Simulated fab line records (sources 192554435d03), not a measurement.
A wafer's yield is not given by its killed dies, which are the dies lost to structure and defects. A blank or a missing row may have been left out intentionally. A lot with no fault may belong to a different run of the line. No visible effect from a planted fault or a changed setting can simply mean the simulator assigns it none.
Which of the tools did it? / flow n5 finfet / 24 lots with 72 wafers sampled at 4 steps, on a route of 1938 steps

## WHAT EACH GAUGE READ, for each wafer
N5_BEOL_M7_RS_MEAS_57: a four-point-probe measurement.
lot=L075; measured=day 8 21:23; on=film metro-01; M7_RS (ohm/sq)=0.297 0.294 0.296
lot=L074; measured=day 8 22:34; on=film metro-01; M7_RS (ohm/sq)=0.278 0.275 0.277
lot=L076; measured=day 9 01:31; on=film metro-01; M7_RS (ohm/sq)=0.281 0.284 0.287
lot=L077; measured=day 9 15:04; on=film metro-01; M7_RS (ohm/sq)=0.278 0.289 0.290
lot=L078; measured=day 10 04:24; on=film metro-02; M7_RS (ohm/sq)=0.288 0.286 0.297
lot=L079; measured=day 10 07:52; on=film metro-02; M7_RS (ohm/sq)=0.274 0.288 0.295
lot=L080; measured=day 10 13:54; on=film metro-02; M7_RS (ohm/sq)=0.288 0.286 0.286
lot=L081; measured=day 11 00:32; on=film metro-02; M7_RS (ohm/sq)=0.272 0.276 0.277
lot=L083; measured=day 11 05:15; on=film metro-02; M7_RS (ohm/sq)=0.277 0.284 0.295
lot=L084; measured=day 11 10:51; on=film metro-02; M7_RS (ohm/sq)=0.292 0.275 0.281
lot=L082; measured=day 11 12:02; on=film metro-02; M7_RS (ohm/sq)=0.279 0.274 0.285
lot=L085; measured=day 11 20:07; on=film metro-01; M7_RS (ohm/sq)=0.279 0.286 0.274
lot=L086; measured=day 12 04:49; on=film metro-02; M7_RS (ohm/sq)=0.294 0.280 0.297
lot=L088; measured=day 12 13:44; on=film metro-02; M7_RS (ohm/sq)=0.286 0.283 0.277
lot=L087; measured=day 12 14:25; on=film metro-01; M7_RS (ohm/sq)=0.285 0.274 0.279
lot=L089; measured=day 12 17:12; on=film metro-01; M7_RS (ohm/sq)=0.276 0.289 0.273
lot=L090; measured=day 12 23:10; on=film metro-01; M7_RS (ohm/sq)=0.286 0.287 0.286
lot=L091; measured=day 12 23:37; on=film metro-01; M7_RS (ohm/sq)=0.291 0.282 0.279
lot=L092; measured=day 13 23:41; on=film metro-02; M7_RS (ohm/sq)=0.285 0.290 0.292
lot=L094; measured=day 14 08:52; on=film metro-01; M7_RS (ohm/sq)=0.274 0.289 0.276
lot=L093; measured=day 14 12:06; on=film metro-01; M7_RS (ohm/sq)=0.285 0.285 0.278
lot=L097; measured=day 14 23:11; on=film metro-02; M7_RS (ohm/sq)=0.283 0.284 0.287
lot=L095; measured=day 15 11:11; on=film metro-02; M7_RS (ohm/sq)=0.281 0.286 0.282
lot=L096; measured=day 15 13:35; on=film metro-02; M7_RS (ohm/sq)=0.292 0.301 0.287

N5_BEOL_M8_OVL_MEAS_12.
lot=L075; measured=day 9 00:09; on=overlay-02; M8_OVL (nm)=-1.0 -0.4 -0.5
lot=L074; measured=day 9 00:33; on=overlay-02; M8_OVL (nm)=1.4 1.1 0.8
lot=L076; measured=day 9 03:17; on=overlay-02; M8_OVL (nm)=-0.9 -0.8 -0.5
lot=L077; measured=day 9 16:51; on=overlay-01; M8_OVL (nm)=0.4 0.8 0.2
lot=L078; measured=day 10 06:04; on=overlay-02; M8_OVL (nm)=0.1 -0.2 -0.9
lot=L079; measured=day 10 09:51; on=overlay-01; M8_OVL (nm)=-1.5 -0.7 -1.3
lot=L080; measured=day 10 18:32; on=overlay-01; M8_OVL (nm)=-0.2 -0.1 0.8
lot=L081; measured=day 11 04:26; on=overlay-02; M8_OVL (nm)=0.1 0.7 0.2
lot=L083; measured=day 11 07:52; on=overlay-01; M8_OVL (nm)=-0.5 -0.3 -0.6
lot=L084; measured=day 11 12:43; on=overlay-01; M8_OVL (nm)=-0.2 0.8 -0.9
lot=L082; measured=day 11 14:36; on=overlay-02; M8_OVL (nm)=-0.4 -1.4 -0.9
lot=L085; measured=day 12 01:09; on=overlay-02; M8_OVL (nm)=-1.2 -0.8 -1.0
lot=L086; measured=day 12 06:38; on=overlay-02; M8_OVL (nm)=-0.8 -0.4 0.3
lot=L088; measured=day 12 15:49; on=overlay-02; M8_OVL (nm)=-0.1 -0.5 -0.7
lot=L087; measured=day 12 16:11; on=overlay-01; M8_OVL (nm)=-0.8 -0.7 -1.2
lot=L089; measured=day 12 19:23; on=overlay-01; M8_OVL (nm)=-1.3 -0.2 -0.7
lot=L090; measured=day 13 02:55; on=overlay-01; M8_OVL (nm)=-0.7 0.3 -0.6
lot=L091; measured=day 13 03:14; on=overlay-02; M8_OVL (nm)=-0.5 -0.7 -0.5
lot=L092; measured=day 14 01:22; on=overlay-01; M8_OVL (nm)=0.3 1.3 -0.7
lot=L094; measured=day 14 11:49; on=overlay-01; M8_OVL (nm)=-0.7 -1.1 -0.1
lot=L093; measured=day 14 15:28; on=overlay-02; M8_OVL (nm)=-0.5 -0.6 -0.6
lot=L097; measured=day 15 01:19; on=overlay-02; M8_OVL (nm)=-0.6 -0.4 0.2
lot=L095; measured=day 15 12:49; on=overlay-02; M8_OVL (nm)=-1.1 -1.2 -2.0
lot=L096; measured=day 15 16:56; on=overlay-02; M8_OVL (nm)=-0.2 0.6 0.0

N5_BEOL_M8_INSPECT_13: inspects for defects (brightfield).
lot=L075; measured=day 9 00:10; on=defect inspect-01; raw defect count=437 385 243
lot=L074; measured=day 9 00:35; on=defect inspect-02; raw defect count=207 291 361
lot=L076; measured=day 9 03:19; on=defect inspect-01; raw defect count=233 355 341
lot=L077; measured=day 9 16:53; on=defect inspect-02; raw defect count=293 456 375
lot=L078; measured=day 10 06:05; on=defect inspect-01; raw defect count=652 591 501
lot=L079; measured=day 10 09:52; on=defect inspect-02; raw defect count=561 362 432
lot=L080; measured=day 10 18:34; on=defect inspect-02; raw defect count=266 377 251
lot=L081; measured=day 11 04:27; on=defect inspect-02; raw defect count=560 729 538
lot=L083; measured=day 11 07:54; on=defect inspect-01; raw defect count=397 327 495
lot=L084; measured=day 11 12:45; on=defect inspect-02; raw defect count=432 267 410
lot=L082; measured=day 11 14:38; on=defect inspect-02; raw defect count=495 477 481
lot=L085; measured=day 12 01:11; on=defect inspect-02; raw defect count=385 581 311
lot=L086; measured=day 12 06:40; on=defect inspect-02; raw defect count=435 512 426
lot=L088; measured=day 12 15:51; on=defect inspect-01; raw defect count=599 690 596
lot=L087; measured=day 12 16:13; on=defect inspect-02; raw defect count=461 373 520
lot=L089; measured=day 12 19:25; on=defect inspect-01; raw defect count=380 615 472
lot=L090; measured=day 13 02:56; on=defect inspect-02; raw defect count=436 458 339
lot=L091; measured=day 13 03:15; on=defect inspect-02; raw defect count=301 331 293
lot=L092; measured=day 14 01:23; on=defect inspect-01; raw defect count=560 428 368
lot=L094; measured=day 14 11:50; on=defect inspect-02; raw defect count=477 533 410
lot=L093; measured=day 14 15:30; on=defect inspect-01; raw defect count=623 461 482
lot=L097; measured=day 15 01:21; on=defect inspect-02; raw defect count=434 408 343
lot=L095; measured=day 15 12:50; on=defect inspect-02; raw defect count=401 381 290
lot=L096; measured=day 15 16:58; on=defect inspect-02; raw defect count=341 427 368

## WHICH TOOL RAN EACH LOT (tool, then ch and the chambers of the sampled wafers, then the start)
lot=L075; N5_BEOL_M8_ILD_DEP_00=pecvd-03 ch 0,1,2, day 8 21:28
lot=L074; N5_BEOL_M8_ILD_DEP_00=pecvd-02 ch 0,1, day 8 22:38
lot=L076; N5_BEOL_M8_ILD_DEP_00=pecvd-02 ch 0,2, day 9 01:35
lot=L077; N5_BEOL_M8_ILD_DEP_00=pecvd-03 ch 0,2, day 9 15:07
lot=L078; N5_BEOL_M8_ILD_DEP_00=pecvd-03 ch 0,2, day 10 04:28
lot=L079; N5_BEOL_M8_ILD_DEP_00=pecvd-02 ch 0,1,2, day 10 07:55
lot=L080; N5_BEOL_M8_ILD_DEP_00=pecvd-02 ch 0,1,2, day 10 13:58
lot=L081; N5_BEOL_M8_ILD_DEP_00=pecvd-04 ch 0,1,2, day 11 00:35
lot=L083; N5_BEOL_M8_ILD_DEP_00=pecvd-04 ch 0,1, day 11 05:19
lot=L084; N5_BEOL_M8_ILD_DEP_00=pecvd-03 ch 0,1,2, day 11 10:55
lot=L082; N5_BEOL_M8_ILD_DEP_00=pecvd-04 ch 0,2, day 11 12:06
lot=L085; N5_BEOL_M8_ILD_DEP_00=pecvd-03 ch 0,1,2, day 11 20:10
lot=L086; N5_BEOL_M8_ILD_DEP_00=pecvd-02 ch 0,1, day 12 04:53
lot=L088; N5_BEOL_M8_ILD_DEP_00=pecvd-04 ch 1,2, day 12 13:47
lot=L087; N5_BEOL_M8_ILD_DEP_00=pecvd-03 ch 0,1, day 12 14:29
lot=L089; N5_BEOL_M8_ILD_DEP_00=pecvd-04 ch 0,1, day 12 17:16
lot=L090; N5_BEOL_M8_ILD_DEP_00=pecvd-04 ch 0,1, day 12 23:15
lot=L091; N5_BEOL_M8_ILD_DEP_00=pecvd-04 ch 0, day 12 23:40
lot=L092; N5_BEOL_M8_ILD_DEP_00=pecvd-04 ch 0,1,2, day 13 23:45
lot=L094; N5_BEOL_M8_ILD_DEP_00=pecvd-04 ch 0,1, day 14 08:56
lot=L093; N5_BEOL_M8_ILD_DEP_00=pecvd-04 ch 0,1, day 14 12:10
lot=L097; N5_BEOL_M8_ILD_DEP_00=pecvd-04 ch 1,2, day 14 23:14
lot=L095; N5_BEOL_M8_ILD_DEP_00=pecvd-03 ch 1,2, day 15 11:14
lot=L096; N5_BEOL_M8_ILD_DEP_00=pecvd-02 ch 0,1,2, day 15 13:39
- N5_BEOL_M8_ILD_DEP_00: deposits SiCOH lowk from DEMS/porogen, target thk 179.75 nm, time 33.4 s.

## AS READ BY THE TOOLS THEMSELVES (means over the sampled wafers that have a number; for cases with no such wafer, the mark the record gives instead)
N5_BEOL_M8_ILD_DEP_00.
lot=L075; tool=pecvd-03; heater power w (W)=290; showerhead plenum p Torr (Torr)=5.745; throttle valve pct (%)=13.8
lot=L074; tool=pecvd-02; heater power w (W)=277; showerhead plenum p Torr (Torr)=5.734; throttle valve pct (%)=14.5
lot=L076; tool=pecvd-02; heater power w (W)=354; showerhead plenum p Torr (Torr)=5.736; throttle valve pct (%)=13.7
lot=L077; tool=pecvd-03; heater power w (W)=277; showerhead plenum p Torr (Torr)=5.747; throttle valve pct (%)=13.4
lot=L078; tool=pecvd-03; heater power w (W)=329; showerhead plenum p Torr (Torr)=5.747; throttle valve pct (%)=13.9
lot=L079; tool=pecvd-02; heater power w (W)=339; showerhead plenum p Torr (Torr)=5.746; throttle valve pct (%)=14.0
lot=L080; tool=pecvd-02; heater power w (W)=326; showerhead plenum p Torr (Torr)=5.733; throttle valve pct (%)=14.1
lot=L081; tool=pecvd-04; heater power w (W)=337; showerhead plenum p Torr (Torr)=5.726; throttle valve pct (%)=13.7
lot=L083; tool=pecvd-04; heater power w (W)=329; showerhead plenum p Torr (Torr)=5.731; throttle valve pct (%)=13.3
lot=L084; tool=pecvd-03; heater power w (W)=308; showerhead plenum p Torr (Torr)=5.747; throttle valve pct (%)=13.7
lot=L082; tool=pecvd-04; heater power w (W)=354; showerhead plenum p Torr (Torr)=5.736; throttle valve pct (%)=13.7
lot=L085; tool=pecvd-03; heater power w (W)=331; showerhead plenum p Torr (Torr)=5.739; throttle valve pct (%)=13.8
lot=L086; tool=pecvd-02; heater power w (W)=253; showerhead plenum p Torr (Torr)=5.733; throttle valve pct (%)=14.2
lot=L088; tool=pecvd-04; heater power w (W)=335; showerhead plenum p Torr (Torr)=5.733; throttle valve pct (%)=13.9
lot=L087; tool=pecvd-03; heater power w (W)=304; showerhead plenum p Torr (Torr)=5.737; throttle valve pct (%)=14.0
lot=L089; tool=pecvd-04; heater power w (W)=336; showerhead plenum p Torr (Torr)=5.733; throttle valve pct (%)=13.4
lot=L090; tool=pecvd-04; heater power w (W)=310; showerhead plenum p Torr (Torr)=5.730; throttle valve pct (%)=13.2
lot=L091; tool=pecvd-04; heater power w (W)=316; showerhead plenum p Torr (Torr)=5.736; throttle valve pct (%)=13.1
lot=L092; tool=pecvd-04; heater power w (W)=316; showerhead plenum p Torr (Torr)=5.731; throttle valve pct (%)=13.7
lot=L094; tool=pecvd-04; heater power w (W)=306; showerhead plenum p Torr (Torr)=5.722; throttle valve pct (%)=13.5
lot=L093; tool=pecvd-04; heater power w (W)=342; showerhead plenum p Torr (Torr)=5.716; throttle valve pct (%)=13.3
lot=L097; tool=pecvd-04; heater power w (W)=321; showerhead plenum p Torr (Torr)=5.739; throttle valve pct (%)=14.2
lot=L095; tool=pecvd-03; heater power w (W)=329; showerhead plenum p Torr (Torr)=5.746; throttle valve pct (%)=13.3
lot=L096; tool=pecvd-02; heater power w (W)=326; showerhead plenum p Torr (Torr)=5.740; throttle valve pct (%)=14.1

## THE ANSWER, worked out from the rows above alone
Rule: the usual values come from the lots themselves. Put in order of their means at a reading, lots are off if they are a third of the lots or fewer, leave a main group of 4 or more, and stand apart from it by a gap of 3 or more times the standard deviation of the main group's means; of several such gaps the widest counts. The tables above print the reading to a certain number of digits; a main group whose means all agree to those digits is not used. A lot without any number at a reading at which 4 lots or more have one is off too. All remaining lots with rows at the step are treated as sound. Order of review: gauges by route order, followed by the tools' own readings, for which a lot's mean as printed above is used. At the first step where some lot is off, the reading lying furthest off is the one used; lots without a number count as furthest.
No lot is off at any reading shown: from this, nothing can be told.

## WHAT THE SIMULATOR HAD PUT IN
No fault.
